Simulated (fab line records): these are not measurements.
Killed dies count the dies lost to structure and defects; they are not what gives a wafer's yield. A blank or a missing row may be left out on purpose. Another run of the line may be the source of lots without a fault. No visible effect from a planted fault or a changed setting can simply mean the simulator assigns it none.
Lot-split experiment	flow n5-finfet	39 wafers read across 7 lots, on a route 1938 steps long

== ON THE SPLIT ==
At N5_SD_EPI_N_EPI_21 (deposits Si:P, time 690 s), the setting epi-growth-time-s was moved away from the recipe's 690 s on 15 of the 39 wafers read, by -37.6% to +58.3%. The other wafers ran this setting at the recipe's value.

== FROM THE SPLIT TO THE READING: what the file shows between them, 4 steps ==
- N5_SD_EPI_N_EPI_MEAS_23
- N5_SD_EPI_N_PRECLEAN_24: cleans in O3/DIW, time 60 s
- N5_SD_EPI_N_SRD_25: time 30 s
- N5_SD_EPI_P_EPI_21: deposits SiGe:B, time 355 s

== THE READING ==
Si-P_of_SD_EPI_N_EPI_21.thk-nm (the simulator's own value, which no gauge read), in nm, at N5_SD_EPI_P_HM_STRIP_48 (strips SiNx in H3PO4, material SiNx, target depth 3 nm). The file gives no usual value for it. Average 58.4 nm, standard deviation 0.66 nm, over the 24 wafers here run with the recipe.

wafer	tool, chamber at the split	epi-growth-time-s as run, s	against the recipe	Si-P_of_SD_EPI_N_EPI_21.thk-nm, nm	against lot-mates on the recipe
L074.1	epi-rpcvd-01, 0	690	recipe	58.8	-
L074.2	epi-rpcvd-01, 0	690	recipe	58.2	-
L074.6	epi-rpcvd-01, 0	690	recipe	58.2	-
L074.3	epi-rpcvd-01, 0	690	recipe	58.6	-
L074.4	epi-rpcvd-01, 0	690	recipe	58.4	-
L074.5	epi-rpcvd-01, 0	690	recipe	59.2	-
L075.1	epi-rpcvd-02, 0	503.7	-27.0%	45.4	-12.5
L075.2	epi-rpcvd-02, 0	690	recipe	57.8	-
L075.3	epi-rpcvd-02, 0	690	recipe	58	-
L075.5	epi-rpcvd-02, 0	690	recipe	58	-
L075.4	epi-rpcvd-02, 0	503.7	-27.0%	46	-11.9
L075.6	epi-rpcvd-02, 0	503.7	-27.0%	45.8	-12.1
L080.1	epi-rpcvd-02, 0	690	recipe	57.2	-
L080.2	epi-rpcvd-02, 0	430.3	-37.6%	39	-18.7
L080.3	epi-rpcvd-02, 0	430.3	-37.6%	38.6	-19.1
L080.4	epi-rpcvd-02, 0	690	recipe	58	-
L080.5	epi-rpcvd-02, 0	690	recipe	57.8	-
L080.6	epi-rpcvd-02, 0	430.3	-37.6%	38.4	-19.3
L081.2	epi-rpcvd-02, 0	690	recipe	59.8	-
L081.5	epi-rpcvd-02, 0	690	recipe	59.4	-
L081.6	epi-rpcvd-02, 0	690	recipe	59.4	-
L083.1	epi-rpcvd-01, 0	690	recipe	58	-
L083.2	epi-rpcvd-01, 0	690	recipe	58.8	-
L083.3	epi-rpcvd-01, 0	1001	+45.1%	76.4	+18.0
L083.4	epi-rpcvd-01, 0	1001	+45.1%	75.2	+16.8
L083.5	epi-rpcvd-01, 0	690	recipe	58.4	-
L083.6	epi-rpcvd-01, 0	1001	+45.1%	76	+17.6
L086.1	epi-rpcvd-01, 0	690	recipe	57	-
L086.2	epi-rpcvd-01, 0	690	recipe	58.6	-
L086.3	epi-rpcvd-01, 0	1092	+58.3%	80	+22.1
L086.4	epi-rpcvd-01, 0	690	recipe	58	-
L086.5	epi-rpcvd-01, 0	1092	+58.3%	80.2	+22.3
L086.6	epi-rpcvd-01, 0	1092	+58.3%	79	+21.1
L091.1	epi-rpcvd-01, 0	690	recipe	58.4	-
L091.2	epi-rpcvd-01, 0	439	-36.4%	40	-18.7
L091.3	epi-rpcvd-01, 0	690	recipe	58.8	-
L091.4	epi-rpcvd-01, 0	690	recipe	59	-
L091.5	epi-rpcvd-01, 0	439	-36.4%	40.2	-18.5
L091.6	epi-rpcvd-01, 0	439	-36.4%	40.2	-18.5

THE FIT
A straight line over all 39 wafers: Si-P_of_SD_EPI_N_EPI_21.thk-nm changes by +0.425 nm for each +1% of epi-growth-time-s; r = +0.99; the points scatter about the line by 1.5 nm.
The same after taking each lot's own level away (the mean of its wafers on the recipe; 39 wafers): +0.425 nm for each +1%; r = +0.99; scatter 1.3 nm.
On that fit, the largest move of epi-growth-time-s shifts the reading by 25 nm.
Across the lots, their own levels run from 57.67 to 59.53 nm, a range of 2.8 times the standard deviation given above.
Hence the lot-to-lot level has little effect on the slope; both slopes agree.
Check: +24.2 nm against its lot-mates is what the line predicts for one of the wafers moved furthest among these (+58.3%) when that wafer is left out of the fit. It came out at +22.1 nm against them.

== OTHER SPLITS APPLIED TO THESE WAFERS ==
These wafers also went through other splits before the reading. Each is held against what the fit with the lots' levels taken away leaves over:
other split on the same wafers	wafers away from the commonest value	r with Si-P_of_SD_EPI_N_EPI_21.thk-nm (lot level and that fit taken away)
N5_ZERO_LAYER_ETCH_18 target-depth-a	9	+0.27
N5_FIN_SAQP_ETCH_65 time-s	12	-0.32

== THE WHOLE CHAIN: every reading that the file lists as answering this split, in the file's order ==
step	what it does	reading	change (the file's fit)	r (the file's)
N5_SD_EPI_N_EPI_21	deposits Si:P, time 690 s	Si-P_of_SD_EPI_N_EPI_21.thk-nm (the simulator's own value, which no gauge read)	+0.43 nm for each +1% of the setting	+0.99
N5_SD_EPI_N_EPI_MEAS_23		thk-nm	withheld for each +1% of the setting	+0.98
N5_SD_EPI_P_HM_STRIP_48	strips SiNx in H3PO4, material SiNx, target depth 3 nm	Si-P_of_SD_EPI_N_EPI_21.thk-nm (the simulator's own value, which no gauge read)	+0.425 nm for each +1% of the setting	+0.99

== THE FILE'S OWN FIT ==
Si-P_of_SD_EPI_N_EPI_21.thk-nm changes by +0.425 nm for each +1% of epi-growth-time-s, r = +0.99.
